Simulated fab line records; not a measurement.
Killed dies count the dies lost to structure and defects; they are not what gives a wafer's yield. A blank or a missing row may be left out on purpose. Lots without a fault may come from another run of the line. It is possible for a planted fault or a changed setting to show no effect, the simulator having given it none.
Comparing a struck lot with a sound one / flow nand-harc / 14 steps out of a route of 1302
Sound: the wafers L824.3, L824.4, L824.5. Struck: wafers L830.3, L830.4, L830.6. Last of all comes the cause.
Each step with rows lists, per side, the tool, then ch with its chambers, then its first start. Under that, the readings that differ: sound wafers / struck wafers / difference of the means / sigmas: that difference in standard deviations of wafers without a fault.
alike: readings whose means differ by less than 2 such deviations, and words and numbers that are the same on both sides. not compared: withheld readings, readings that some wafer has no value for, bounds like >300 that may hide the same value, and numbers for which the record gives no deviation and whose values overlap.
A row with sigmas, a row that says differs or no value, or rows on one side alone: a step with any of these is where the two part. Non-overlapping numbers with no deviation appear without sigmas and do not part them. Lack of a reading on every wafer of one side parts them only where that side has two or more wafers.

NHARC_A_WL_FILL_STRIP_27: strips in N2/H2, time 20 s.
  sound on plasma-asher-01 ch 0,1, day 19 16:10; struck on plasma-asher-01 ch 0,1, day 23 04:59
  alike: drypump-motor-current-A, heater-power-w
  not compared: rf-hours-counter-h
then, 4 steps without rows for these wafers: NHARC_A_WL_FILL_STRIP_28 (strips in post etch residue remover, time 1200 s); NHARC_A_WL_FILL_PRECLEAN_06 (cleans in DIW, time 300 s); NHARC_A_WL_FILL_SRD_07; NHARC_A_WL_FILL_ANNEAL_08 (time 1800 s).
NHARC_A_WL_FILL_ALD_10: deposits SiO2, target thk 50 nm, pulse time 10 s, ald cycles 500.
  sound on ald-hk-04 ch 1,2,3, day 19 22:40; struck on ald-hk-01 ch 0,2, day 23 11:41
  alike: heater-power-w, precursor-pulse-height-rel
then, 1 step without rows for these wafers: NHARC_A_WL_FILL_ETCHBACK_16 (etches the open film in C4F8/O2/Ar, target depth 120 nm, time 24 s).
NHARC_A_WL_FILL_STRIP_29: strips in O2, time 20 s.
  sound on rie-diel-06 ch 0,3, day 20 06:33; struck on rie-diel-06 ch 0,1, day 23 16:28
  alike: drypump-motor-current-A, oes-product-au, rf-vpp-V, showerhead-plenum-p-Torr, throttle-valve-pct
  not compared: rf-hours-counter-h
NHARC_A_WL_FILL_ETCHBACK_17: etches the open film in Cl2/BCl3, target depth 4 nm, time 26.7 s.
  sound on rie-metal-03 ch 0, day 20 06:43; struck on rie-metal-01 ch 0,1, day 23 16:35
reading=drypump-motor-current-A (A); sound=5.60 5.61 5.60; struck=5.92 5.94 5.93; difference=+0.33; sigmas=+2
  alike: oes-product-au
  not compared: rf-hours-counter-h
then, 2 steps without rows for these wafers: NHARC_A_WL_FILL_PRECLEAN_18 (cleans in dHF, time 30 s); NHARC_A_WL_FILL_SRD_21.
NHARC_A_WL_FILL_CVD_23: deposits poly-Si, target thk 40 nm, time 800 s.
  sound on lpcvd-poly-02 ch 0, day 20 09:28; struck on lpcvd-poly-04 ch 0, day 25 01:11
NHARC_A_WL_FILL_ETCHBACK_26: etches the open film in HBr, target depth 52 nm, time 13.3 s.
  sound on rie-si-05 ch 0,2,3, day 20 12:04; struck on rie-si-02 ch 0,1,3, day 25 03:47
  alike: bias-w, drypump-motor-current-A, hbr-flow-sccm, oes-product-au, throttle-valve-pct
  not compared: rf-hours-counter-h
-- jump in the record: it breaks off in module A_WL_FILL and resumes in module END (first step shown: number 1302 of the route), and 4 days separate the struck wafers' starts before and after --
NHARC_END_SORT_01:
  sound on prober-02 ch 0, day 23 20:46; struck on prober-01 ch 0, day 28 17:34
  alike: killed-at-array, killed-at-other, killed-at-periphery, killed-dies, killed-open, killed-short

## WHERE THEY PART
Only at NHARC_A_WL_FILL_ETCHBACK_17, within this record. Later steps at which nothing parts them and some readings are alike: NHARC_A_WL_FILL_ETCHBACK_26, NHARC_END_SORT_01.

WHY: what had been put in by the simulator
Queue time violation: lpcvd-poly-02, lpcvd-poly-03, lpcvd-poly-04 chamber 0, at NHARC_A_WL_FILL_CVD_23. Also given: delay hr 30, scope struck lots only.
